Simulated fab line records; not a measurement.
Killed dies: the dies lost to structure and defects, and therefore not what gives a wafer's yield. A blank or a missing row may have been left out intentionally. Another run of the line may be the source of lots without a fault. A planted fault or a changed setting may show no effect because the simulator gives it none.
One fault through the eyes of 2 desks / flow n5Finfet / each desk holds nothing but its own numbers, with what lay behind them at the end

== DESK OF THE TOOL OWNER: aldMetal-04 ==
The tool's own readings at N5_BEOL_M6_ALD_77 (deposits TaN, target thk 2 nm, pulse time 2 s, purge time 3 s): means of the sampled wafers that have a number, for each lot that ran on this tool. Any lot whose mean is over 4 standard deviations away from the usual mean is out of limits and marked OUT; that distance is given in the brackets.
Columns: A = heaterPowerW at N5_BEOL_M6_ALD_77, usual 411 W
lot=L146; first seen here=day 11 13:26; A=398
lot=L148; first seen here=day 11 23:04; A=415
lot=L149; first seen here=day 12 02:40; A=427
lot=L151; first seen here=day 13 03:46; A=398
This desk found nothing out of limits on any of the 4 lots.

== THE METROLOGY DESK ==
Lot by lot, what the gauges showed, no matter which tool ran the lot: averages of those sampled wafers that carry a number. Any lot whose mean is over 4 standard deviations away from the usual mean is out of limits and marked OUT; that distance is given in the brackets.
Columns: A = trenchDepthNm at N5_BEOL_M6_OCD_MEAS_38, usual 93.9 nm; B = cdNm at N5_BEOL_M6_CD_MEAS_35, usual 39.8 nm
lot=L137; first seen here=day 9 04:15; A=93.6; B=39.7
lot=L146; first seen here=day 11 10:53; A=95.2; B=39.9
lot=L148; first seen here=day 11 22:24; A=94.3; B=40.2
lot=L149; first seen here=day 12 01:41; A=94.8; B=39.5
lot=L151; first seen here=day 13 02:51; A=93.7; B=39.6
lot=L157; first seen here=day 14 01:42; A=94.6; B=40.0
lot=L158; first seen here=day 14 05:46; A=90.7; B=39.7
This desk found nothing out of limits on any of the 7 lots.

== TAKEN TOGETHER ==
Nothing out of limits was seen by the tool owner's desk.
At the metrology desk, nothing out of limits was observed.

== WHAT THE SIMULATOR PUT IN ==
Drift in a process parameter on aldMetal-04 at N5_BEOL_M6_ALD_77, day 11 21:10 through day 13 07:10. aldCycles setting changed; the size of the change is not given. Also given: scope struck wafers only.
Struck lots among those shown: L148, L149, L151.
